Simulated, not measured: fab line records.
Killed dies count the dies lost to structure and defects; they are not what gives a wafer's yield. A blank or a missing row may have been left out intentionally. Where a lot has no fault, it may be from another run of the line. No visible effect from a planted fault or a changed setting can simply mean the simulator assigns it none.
One fault through the eyes of 2 desks	flow nandHarc	what lay behind the numbers comes last; until then each desk has only its own

FROM THE METROLOGY DESK
What the gauges read for every lot (on any tool): the sampled wafers with a number, averaged. If a lot's mean is further than 4 standard deviations from the usual mean, the lot is out of limits and carries the mark OUT (the distance appears in the brackets).
Columns: A = thkNm at NHARC_A_DECK1_JOINT_THK_MEAS_17, usual 45.1 nm; B = thkNm at NHARC_A_ONON_D2_THK_MEAS_11, usual 998 nm
lot	first seen here	A	B
L590	day 12 15:23	44.8	988
L589	day 12 15:33	45.2	1011
L592	day 13 14:28	45.7	1006
L594	day 14 02:43	45.1	985
L596	day 14 20:01	44.2	996
L595	day 14 22:37	45.0	1003
L597	day 16 08:24	43.7	1005
L599	day 16 13:23	42.8	985
L600	day 16 13:33	40.0 (-4.7) OUT	995
L608	day 20 03:17	44.8	1015
L611	day 21 15:10	44.3	1012
L612	day 22 01:56	45.8	988
Finding of this desk: L600 out of limits; the first was L600 at day 16 13:33, on thkNm at NHARC_A_DECK1_JOINT_THK_MEAS_17. L590, L589, L592, L594, L596, L595, L597, L599, L608, L611, L612: within limits.

AT THE TOOL OWNER'S DESK: pecvd-02
The tool's own readings at NHARC_A_DECK1_JOINT_DEP_16 (deposits SiO2, target thk 45 nm): means of the sampled wafers that have a number, for each lot that ran on this tool. If a lot's mean is further than 4 standard deviations from the usual mean, the lot is out of limits and carries the mark OUT (the distance appears in the brackets).
Columns: A = heaterPowerW at NHARC_A_DECK1_JOINT_DEP_16, usual 504 W; B = mfcPrecursorSccm at NHARC_A_DECK1_JOINT_DEP_16, usual 161.4 sccm; C = susceptorTempC at NHARC_A_DECK1_JOINT_DEP_16, usual 400.00 C; D = throttleValvePct at NHARC_A_DECK1_JOINT_DEP_16, usual 15.8 %
lot	first seen here	A	B	C	D
L590	day 12 15:06	449	161.6	400.03	15.7
L589	day 12 15:18	526	161.3	399.89	15.8
L594	day 14 02:26	483	161.3	400.06	15.8
L596	day 14 19:46	402	161.5	400.09	15.9
L599	day 16 13:06	491	152.1 (-21) OUT	400.01	15.7
L600	day 16 13:20	488	142.2 (-44) OUT	400.01	15.7
L608	day 20 03:01	416	161.6	400.16	15.6
L611	day 21 14:52	438	161.7	399.86	15.6
L612	day 22 01:40	486	161.3	399.94	15.7
Finding of this desk: L599, L600 out of limits; the first was L599 at day 16 13:06, on mfcPrecursorSccm at NHARC_A_DECK1_JOINT_DEP_16. L590, L589, L594, L596, L608, L611, L612: within limits.

ALL TOGETHER
The tool owner's desk could have raised an alarm at day 16 13:06, on L599, L600.
Metrology desk: alarm possible at day 16 13:33 on L600.
The metrology desk has L599 on record, within its limits.
Of the lots named, all ran NHARC_A_DECK1_JOINT_DEP_16 on pecvd-02.

WHAT THE SIMULATOR HAD PUT IN
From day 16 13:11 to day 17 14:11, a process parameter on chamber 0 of pecvd-02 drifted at NHARC_A_DECK1_JOINT_DEP_16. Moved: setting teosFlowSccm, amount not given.
Shown lots that were struck: L599, L600.
